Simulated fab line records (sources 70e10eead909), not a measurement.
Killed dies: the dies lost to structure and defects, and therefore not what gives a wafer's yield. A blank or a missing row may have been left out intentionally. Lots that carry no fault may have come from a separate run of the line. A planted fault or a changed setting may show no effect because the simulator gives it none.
Chamber matching / flow nand harc / NHARC_A_STAIRCASE_ETCH_253 on rie diel-10: 4 sister chambers
The step etches the open film in C4F8/O2, target depth 50 nm, time 20.2 s. 4 wafers are shown with their chamber, then 7 later ones without.

## WAFERS PAIRED WITH THEIR CHAMBERS
wafer=L084.2; chamber=1; rf vpp V (V)=898
wafer=L089.4; chamber=2; rf vpp V (V)=893
wafer=L095.2; chamber=3; rf vpp V (V)=905
wafer=L095.5; chamber=0; rf vpp V (V)=896

## WAFERS WITH NO CHAMBER GIVEN
wafer=L095.6; rf vpp V (V)=907
wafer=L096.3; rf vpp V (V)=907
wafer=L096.5; rf vpp V (V)=892
wafer=L096.6; rf vpp V (V)=899
wafer=L097.1; rf vpp V (V)=896
wafer=L097.2; rf vpp V (V)=894
wafer=L097.4; rf vpp V (V)=900

## EACH ONE'S CHAMBER
wafer=L095.6; from the rows above=3; in truth=3
wafer=L096.3; from the rows above=3; in truth=3
wafer=L096.5; from the rows above=2; in truth=2
wafer=L096.6; from the rows above=can't be placed: 1 or 0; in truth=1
wafer=L097.1; from the rows above=can't be placed: 0 or 1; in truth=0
wafer=L097.2; from the rows above=can't be placed: 2 or 0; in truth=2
wafer=L097.4; from the rows above=can't be placed: 1 or 0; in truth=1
3 of 7 placed correctly. Unplaceable from these rows: 4, with the true chamber sitting among the candidates in 4. Wrongly placed: 0.
How it was worked out, from the rows above alone: a wafer's distance from a chamber is the root of the sum, over the readings, of the square of ((its reading less the chamber's mean) divided by the reading's scatter). The wafer belongs to the nearest chamber; if the next one is less than 2 further off, it can't be placed. Each chamber's mean is taken over the wafers shown for it. The scatter (one wafer shown for each chamber): square how far every hidden wafer sits from the nearest shown wafer, average those squares and take the square root.
